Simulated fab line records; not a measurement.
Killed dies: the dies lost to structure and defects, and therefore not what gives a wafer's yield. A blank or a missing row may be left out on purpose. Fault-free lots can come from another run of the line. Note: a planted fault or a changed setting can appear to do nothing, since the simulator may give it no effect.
2 desks, one fault | flow nand harc | every desk sees just its own numbers, and what lay behind them comes last

METROLOGY DESK
Lot by lot, what the gauges showed, no matter which tool ran the lot: averages of those sampled wafers that carry a number. A lot is out of limits, marked OUT, if its mean lies more than 4 standard deviations from the usual mean; the brackets give that distance.
Columns: A = cd nm at NHARC_A_SLIT_CD_MEAS_09, usual 299.9 nm
lot  | first seen here | A
L608 | day 14 06:52    | 299.6
L609 | day 14 07:02    | 300.3
L610 | day 14 19:49    | 299.9
L611 | day 14 20:25    | 299.9
L614 | day 16 00:41    | 300.9
L613 | day 16 02:03    | 300.1
L615 | day 16 14:23    | 299.6
L618 | day 17 03:58    | 299.7
L628 | day 19 12:53    | 299.7
L629 | day 19 14:05    | 299.9
L626 | day 19 14:56    | 300.0
L630 | day 19 21:50    | 300.1
L631 | day 20 07:27    | 300.1
Finding of this desk: none of the 13 lots has anything out of limits.

THE TOOL OWNER'S DESK: ald hk-03
The tool's own readings at NHARC_A_WL_FILL_ALD_00 (deposits Al2O3, target thk 3 nm, pulse time 3 s, ald cycles 30): means of the sampled wafers that have a number, for each lot that ran on this tool. A lot is out of limits, marked OUT, if its mean lies more than 4 standard deviations from the usual mean; the brackets give that distance.
Columns: A = heater power w at NHARC_A_WL_FILL_ALD_00, usual 474 W; B = precursor pulse height rel at NHARC_A_WL_FILL_ALD_00, usual 1.002
lot  | first seen here | A   | B
L614 | day 16 12:01    | 463 | 0.988
L613 | day 16 12:25    | 456 | 0.993
L615 | day 17 04:44    | 458 | 1.004
L628 | day 20 00:21    | 520 | 0.990
L630 | day 20 09:11    | 461 | 1.002
L631 | day 20 18:58    | 505 | 1.005
Finding of this desk: none of the 6 lots has anything out of limits.

ALL TOGETHER
The metrology desk saw nothing out of limits.
Nothing out of limits was seen by the tool owner's desk.

WHAT THE SIMULATOR HAD INSERTED
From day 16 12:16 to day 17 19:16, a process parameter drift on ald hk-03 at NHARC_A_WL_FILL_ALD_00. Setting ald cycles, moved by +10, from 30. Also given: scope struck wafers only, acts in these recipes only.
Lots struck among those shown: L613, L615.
